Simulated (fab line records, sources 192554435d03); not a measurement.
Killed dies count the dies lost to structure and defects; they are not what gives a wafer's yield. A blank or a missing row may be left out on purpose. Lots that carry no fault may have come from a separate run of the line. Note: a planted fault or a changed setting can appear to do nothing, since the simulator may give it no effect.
fab line records -- flow n5-finfet
record: lots: 9, wafers: 26, last-day: 19
route steps=1938 shown SDB@364 DUMMY_REMOVAL@377
lots with no fault: from the same line, run without faults
start-h: the number of hours between the record's first day and the start of the first shown wafer of the lot -- wait-h: how many hours have passed since the lot's step before this one -- " as in the row above -- L1.1+2: a single row standing in for several wafers -- - either no value or no given start -- * or withheld: withheld -- < > ~ a bound
route shown NAME@n: NAME is a module with steps in the file, n the number in the route of the first one -- usual: the fault-free wafers' mean and standard deviation -- same: alike in all rows -- chamber/n: place in a boat -- sites: per-site readings -- _std_site: standard deviation across them -- _edge_site: inner sites' mean taken away from outer sites' mean -- radius-mm: how far each site lies from the wafer's centre -- mask NAME#n: copy n -- behind: the tool/chamber that last shaped the wafer -- hold: cause of the lot's hold/its duration in hours/its outcome -- device: whichever transistor did not switch (one of n, p or np) -- end of line: at the end of the route, the tests of the same wafers -- for a step that has no rows: nothing shown but its recipe -- killed: count of dies lost to structure and defects at first sort (not the wafer's yield) -- map: per-die view of a wafer (x killed, . not killed, _ where there is no die)
set.NAME: the setting that was run; set.NAME@STEP: the one run at that earlier step -- model.NAME: the simulator's own value behind a step, which no gauge read
steps of the route over a sample of lots; a table a step, a row a wafer
services: when a tool's chamber went out of use (start-h, in hours from the record's first day, below 0 if earlier), for how many hours, and the reason
== steps ==
step: N5_SDB_HM_OPEN_20
recipe: chemistry: CH3F/O2, target: SiNx, mask-material: SOC, target-depth-a: 240, stop-on: poly-Si, over-etch-frac: 0.4, ion-energy-ev: 120, pressure-mtorr: 30, source-w: 395, bias-w: 73, Ar_flow_sccm: 150, CH3F_flow_sccm: 30, O2_flow_sccm: 20
usual: O2_flow_sccm: 20.01/0.058, drypump-motor-current-A: 5.74/0.24, oes-product-au: 0.67/0.073, rf-vpp-V: 298/5.8, showerhead-plenum-p-Torr: 2.03/0.068, throttle-valve-pct: 16.27/0.26
lot.wafer,tool,chamber,start-h,wait-h,O2_flow_sccm,drypump-motor-current-A,oes-product-au,rf-hours-counter-h,rf-vpp-V,showerhead-plenum-p-Torr,throttle-valve-pct
L268.2,rie-diel-05,0,70.84,0.0,20.13,5.55,0.66,73,298,2.02,15.95
L268.3,rie-diel-05,3,70.84,0.0,19.98,5.91,0.58,213,291,2.00,16.61
L268.6,rie-diel-05,3,70.84,0.0,19.95,5.90,0.58,-,290,2.00,16.61
L269.2,rie-diel-04,3,74.36,0.0,20.03,6.03,0.77,7,311,2.14,16.22
L269.3,rie-diel-04,2,74.36,0.0,20.02,5.46,0.59,183,294,1.91,16.75
L269.5,rie-diel-04,2,74.36,0.0,19.97,5.43,0.60,-,295,1.91,16.74
L270.1,rie-diel-05,2,81.77,0.0,20.07,6.14,0.73,34,293,2.03,16.38
L270.4,rie-diel-05,1,81.77,0.0,20.01,5.80,0.57,238,297,2.05,16.23
L270.5,rie-diel-05,1,81.77,0.0,19.99,5.82,0.57,-,297,2.05,16.22
L271.3,rie-diel-06,0,87.83,0.0,19.93,5.58,0.74,20,298,2.13,16.25
L271.5,rie-diel-06,0,87.83,0.0,19.93,5.57,0.75,-,296,2.13,16.24
L271.6,rie-diel-06,1,87.83,0.0,20.13,5.61,0.73,-,304,1.96,16.07
L272.1,rie-diel-05,1,97.45,0.0,20.04,5.79,0.55,244,298,2.05,16.22
L272.2,rie-diel-05,2,97.45,0.0,20.06,6.16,0.71,40,294,2.03,16.40
L272.3,rie-diel-05,3,97.45,0.0,20.03,5.88,0.58,222,292,1.99,16.62
L278.1,rie-diel-05,2,127.83,0.0,20.02,6.12,0.70,52,293,2.03,16.43
L278.4,rie-diel-05,3,127.83,0.0,19.95,5.91,0.58,-,291,1.99,16.65
L278.6,rie-diel-05,0,127.83,0.0,19.99,5.58,0.67,-,297,2.01,16.00
L281.1,rie-diel-05,1,146.71,0.0,20.05,5.80,0.77,3,296,2.05,15.77
L281.2,rie-diel-05,0,146.71,0.0,20.02,5.58,0.64,103,297,2.01,16.02
L283.2,rie-diel-06,2,155.24,0.0,20.01,5.77,0.72,31,307,2.14,16.00
L283.4,rie-diel-06,3,155.24,0.0,19.91,5.27,0.56,244,292,2.06,16.29
L283.5,rie-diel-06,0,155.24,0.0,19.91,5.55,0.72,-,297,2.12,16.30
L290.3,rie-diel-04,2,203.38,0.0,20.14,5.43,0.55,227,293,1.89,16.84
L290.5,rie-diel-04,3,203.38,0.0,19.92,6.02,0.71,-,310,2.13,16.31
L290.6,rie-diel-04,0,203.38,0.0,20.01,5.44,0.56,-,301,1.98,16.35
step: N5_DUMMY_REMOVAL_HM_STRIP_01
recipe: chemistry: CH3F/O2, material: SiNx, target-depth-a: 40, stop-on: poly-Si, time-s: 6.8, over-etch-frac: 0.3, ion-energy-ev: 60, power-w: 410, bias-w: 29, Ar_flow_sccm: 150, CH3F_flow_sccm: 30, O2_flow_sccm: 20
usual: O2_flow_sccm: 20.00/0.055, drypump-motor-current-A: 5.7/0.37, oes-product-au: 0.62/0.055, rf-vpp-V: 127.4/1, showerhead-plenum-p-Torr: 2.00/0.068, throttle-valve-pct: 16.51/0.2
lot.wafer,tool,chamber,start-h,wait-h,O2_flow_sccm,drypump-motor-current-A,oes-product-au,rf-hours-counter-h,rf-vpp-V,showerhead-plenum-p-Torr,throttle-valve-pct
L268.2,rie-diel-01,2,75.74,0.0,19.98,5.5,0.62,136,128.3,2.07,16.58
L268.3,rie-diel-01,0,75.74,0.0,19.94,5.7,0.61,154,126.1,2.01,16.54
L268.6,rie-diel-01,0,75.74,0.0,19.93,5.7,0.60,-,127.9,2.01,16.54
L269.2,rie-diel-03,2,78.42,0.2,19.99,5.3,0.64,111,126.6,2.00,16.55
L269.3,rie-diel-03,1,78.42,0.2,19.99,5.9,0.58,225,126.2,1.88,16.70
L269.5,rie-diel-03,2,78.42,0.2,20.05,5.4,0.65,-,126.0,2.00,16.54
L270.1,rie-diel-03,3,86.13,0.0,19.97,5.5,0.62,167,127.4,2.00,16.66
L270.4,rie-diel-03,1,86.13,0.0,20.00,5.9,0.58,227,126.8,1.88,16.70
L270.5,rie-diel-03,0,86.13,0.0,19.92,5.4,0.62,-,128.6,2.01,16.41
L271.3,rie-diel-02,1,92.32,0.3,20.07,5.6,0.60,157,128.2,2.08,16.50
L271.5,rie-diel-02,1,92.32,0.3,20.06,5.6,0.62,-,128.3,2.08,16.50
L271.6,rie-diel-02,0,92.32,0.3,19.98,5.8,0.74,-,127.7,1.96,15.89
L272.1,rie-diel-01,3,101.56,0.1,20.10,6.4,0.60,159,125.4,1.90,16.35
L272.2,rie-diel-01,1,101.56,0.1,20.10,6.0,0.61,161,128.0,2.00,16.56
L272.3,rie-diel-01,0,101.56,0.1,19.98,5.7,0.61,162,125.9,2.01,16.57
L278.1,rie-diel-03,2,132.23,0.0,20.01,5.3,0.62,130,127.1,2.00,16.56
L278.4,rie-diel-03,3,132.23,0.0,20.08,5.5,0.61,182,127.2,1.99,16.68
L278.6,rie-diel-03,3,132.23,0.0,20.00,5.5,0.61,-,128.3,1.99,16.69
L281.1,rie-diel-02,1,150.67,0.3,19.97,5.6,0.60,179,128.4,2.07,16.52
L281.2,rie-diel-02,2,150.67,0.3,19.92,5.7,0.58,187,127.2,1.99,16.67
L283.2,rie-diel-03,3,158.95,0.0,20.07,5.5,0.60,190,126.4,1.99,16.69
L283.4,rie-diel-03,2,158.95,0.0,20.05,5.3,0.62,138,128.1,2.00,16.58
L283.5,rie-diel-03,2,158.95,0.0,19.97,5.3,0.62,-,127.3,2.00,16.57
L290.3,rie-diel-02,3,207.44,0.4,19.92,5.0,0.76,25,129.8,2.15,16.45
L290.5,rie-diel-02,3,207.44,0.4,19.97,5.0,0.75,-,128.1,2.15,16.47
L290.6,rie-diel-02,2,207.44,0.4,20.00,5.7,0.58,-,127.8,1.99,16.68
step: N5_DUMMY_REMOVAL_STRIP_10
recipe: chemistry: N2/H2, time-s: 40, power-w: 100, temp-c: 40, pressure-mtorr: 100, rf-frequency-hz: 6e+07, bias-power-w: 3, n2-flow-sccm: 300, h2-flow-sccm: 300
usual: drypump-motor-current-A: 5.7/0.37, h2-flow-sccm: 300.0/0.9, oes-product-au: 0.77/0.07, rf-vpp-V: 45.1/0.77, showerhead-plenum-p-Torr: 3.38/0.1, temp-c: 40.02/0.12, throttle-valve-pct: 12.42/0.22
lot.wafer,tool,chamber,start-h,wait-h,drypump-motor-current-A,h2-flow-sccm,oes-product-au,rf-hours-counter-h,rf-vpp-V,showerhead-plenum-p-Torr,temp-c,throttle-valve-pct
L268.2,rie-diel-01,2,75.77,0.0,5.5,299.4,0.77,136,45.3,3.53,40.02,12.49
L268.3,rie-diel-01,0,75.77,0.0,5.7,299.5,0.75,154,46.0,3.39,39.98,12.42
L268.6,rie-diel-01,0,75.77,0.0,5.7,299.8,0.75,-,43.8,3.39,39.94,12.42
L269.2,rie-diel-03,2,78.45,0.0,5.3,299.7,0.79,111,45.3,3.38,39.76,12.29
L269.3,rie-diel-03,1,78.45,0.0,5.9,299.2,0.71,225,45.7,3.20,39.80,12.72
L269.5,rie-diel-03,2,78.45,0.0,5.4,299.1,0.79,-,45.5,3.38,39.99,12.30
L270.1,rie-diel-03,3,86.17,0.0,5.5,298.2,0.76,167,45.5,3.36,40.15,12.52
L270.4,rie-diel-03,1,86.17,0.0,5.9,298.9,0.71,227,44.7,3.20,39.96,12.72
L270.5,rie-diel-03,0,86.17,0.0,5.4,299.6,0.77,-,45.9,3.39,40.15,12.42
L271.3,rie-diel-02,1,92.36,0.0,5.6,300.6,0.75,157,45.1,3.52,40.12,12.40
L271.5,rie-diel-02,1,92.36,0.0,5.6,299.1,0.76,-,45.5,3.52,39.99,12.39
L271.6,rie-diel-02,0,92.36,0.0,5.8,298.8,0.90,-,43.6,3.33,39.84,11.79
L272.1,rie-diel-01,3,101.59,0.0,6.5,299.7,0.76,159,43.9,3.25,39.96,12.36
L272.2,rie-diel-01,1,101.59,0.0,6.1,300.0,0.76,161,44.3,3.38,40.13,12.53
L272.3,rie-diel-01,0,101.59,0.0,5.7,300.3,0.75,162,44.0,3.39,39.94,12.45
L278.1,rie-diel-03,2,132.27,0.0,5.3,300.1,0.78,130,45.2,3.37,40.10,12.34
L278.4,rie-diel-03,3,132.27,0.0,5.5,301.7,0.76,182,45.8,3.35,40.08,12.58
L278.6,rie-diel-03,3,132.27,0.0,5.5,299.0,0.76,-,45.3,3.35,40.08,12.58
L281.1,rie-diel-02,1,150.70,0.0,5.6,300.3,0.73,179,45.0,3.50,40.05,12.43
L281.2,rie-diel-02,2,150.70,0.0,5.7,301.1,0.71,187,45.6,3.35,40.16,12.50
L283.2,rie-diel-03,3,158.98,0.0,5.5,299.4,0.76,190,44.6,3.34,39.89,12.59
L283.4,rie-diel-03,2,158.98,0.0,5.3,299.8,0.77,138,45.8,3.36,40.02,12.36
L283.5,rie-diel-03,2,158.98,0.0,5.3,299.9,0.77,-,44.8,3.36,39.92,12.36
L290.3,rie-diel-02,3,207.48,0.0,5.0,300.7,0.94,25,45.5,3.58,40.01,12.10
L290.5,rie-diel-02,3,207.48,0.0,5.1,299.7,0.93,-,45.6,3.58,40.13,12.10
L290.6,rie-diel-02,2,207.48,0.0,5.7,297.8,0.71,-,45.1,3.35,39.92,12.54
step: N5_DUMMY_REMOVAL_PRECLEAN_08
recipe: chemistry: NF3:NH3, afs-cycles: 2, temp-c: 30, time-s: 20, sublimation-temp-c: 180, sublimation-time-s: 60, pressure-torr: 3, rf-power-w: 30
usual: temp-c: 30.02/0.1, time-s: 20/0
lot.wafer,tool,chamber,start-h,wait-h,temp-c,time-s
L268.2,remote-plasma-01,0,76.00,0.1,30.15,20
L268.3,remote-plasma-01,0,76.00,0.1,29.92,20
L268.6,remote-plasma-01,0,76.00,0.1,30.03,20
L269.2,remote-plasma-02,1,78.68,0.1,30.14,20
L269.3,remote-plasma-02,1,78.68,0.1,30.14,20
L269.5,remote-plasma-02,1,78.68,0.1,30.03,20
L270.1,remote-plasma-02,0,86.36,0.0,30.03,20
L270.4,remote-plasma-02,0,86.36,0.0,29.90,20
L270.5,remote-plasma-02,0,86.36,0.0,30.01,20
L271.3,remote-plasma-01,1,92.62,0.1,29.87,20
L271.5,remote-plasma-01,1,92.62,0.1,29.96,20
L271.6,remote-plasma-01,1,92.62,0.1,29.99,20
L272.1,remote-plasma-01,1,101.79,0.0,29.85,20
L272.2,remote-plasma-01,1,101.79,0.0,29.92,20
L272.3,remote-plasma-01,1,101.79,0.0,29.87,20
L278.1,remote-plasma-02,1,132.47,0.0,29.83,20
L278.4,remote-plasma-02,1,132.47,0.0,29.93,20
L278.6,remote-plasma-02,1,132.47,0.0,29.94,20
L281.1,remote-plasma-01,0,150.90,0.0,30.12,17.865
L281.2,remote-plasma-01,0,150.90,0.0,30.26,20
L283.2,remote-plasma-02,0,159.21,0.1,30.10,20
L283.4,remote-plasma-02,0,159.21,0.1,30.14,20
L283.5,remote-plasma-02,0,159.21,0.1,30.11,20
L290.3,remote-plasma-02,1,207.74,0.1,30.02,20
L290.5,remote-plasma-02,1,207.74,0.1,30.18,20
L290.6,remote-plasma-02,1,207.74,0.1,29.98,20
== services ==
tool,chamber,start-h,hours,kind
rie-diel-04,-,48.49,0.8,repair
rie-diel-05,1,51.58,5.4,repair
rie-diel-01,1,60.30,3.8,repair
rie-diel-03,2,73.79,3.4,repair
rie-diel-05,3,87.35,1.4,repair
rie-diel-02,2,88.89,6.0,repair
rie-diel-03,0,96.09,2.1,repair
rie-diel-02,3,99.93,-,clean
rie-diel-02,3,99.93,-,consumable-replace:focus-ring
rie-diel-02,3,99.93,-,consumable-replace:showerhead
rie-diel-02,3,99.93,17.9,scheduled-down
rie-diel-02,3,99.93,17.9,vent-cycle
remote-plasma-02,-,100.73,10.1,repair
rie-diel-05,1,117.01,-,clean
rie-diel-04,0,120.85,5.2,repair
rie-diel-03,1,123.37,2.8,repair
rie-diel-01,1,129.06,5.2,repair
rie-diel-01,1,149.61,2.3,repair
rie-diel-01,2,150.61,2.8,repair
rie-diel-03,1,161.54,-,clean
rie-diel-03,1,161.54,-,consumable-replace:focus-ring
rie-diel-03,1,161.54,-,consumable-replace:showerhead
rie-diel-03,1,161.54,15.7,scheduled-down
rie-diel-03,1,161.54,15.7,vent-cycle
== key ==
first-sign: step: N5_DUMMY_REMOVAL_PRECLEAN_08, reading: time-s, direction: down, sigmas: 99+, usual: *, struck: *
effect none on later readings
met-at N5_DUMMY_REMOVAL_PRECLEAN_08
struck-lots L281
struck-wafers L281.1
tester-left-out L281
not-acting-at N5_SDB_HM_OPEN_20,N5_DUMMY_REMOVAL_HM_STRIP_01,N5_DUMMY_REMOVAL_STRIP_10
onset-between 101.79 150.90
fault: kind: process-parameter-drift, tool: remote-plasma-01, chamber: -, onset-h: 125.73, steps: N5_DUMMY_REMOVAL_PRECLEAN_08, channel: time-s, offset: *, shape: step, end-h: 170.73, scope: struck-wafers-only, acts-in: *, stated: *
tester-left-out: of these lots the tester's yield and bins aren't shown, on N5 and GAA mostly nor the transistor test; their killed dies are dies lost to structure and defects alone, not to doping, threshold or leakage, so they don't give the yield
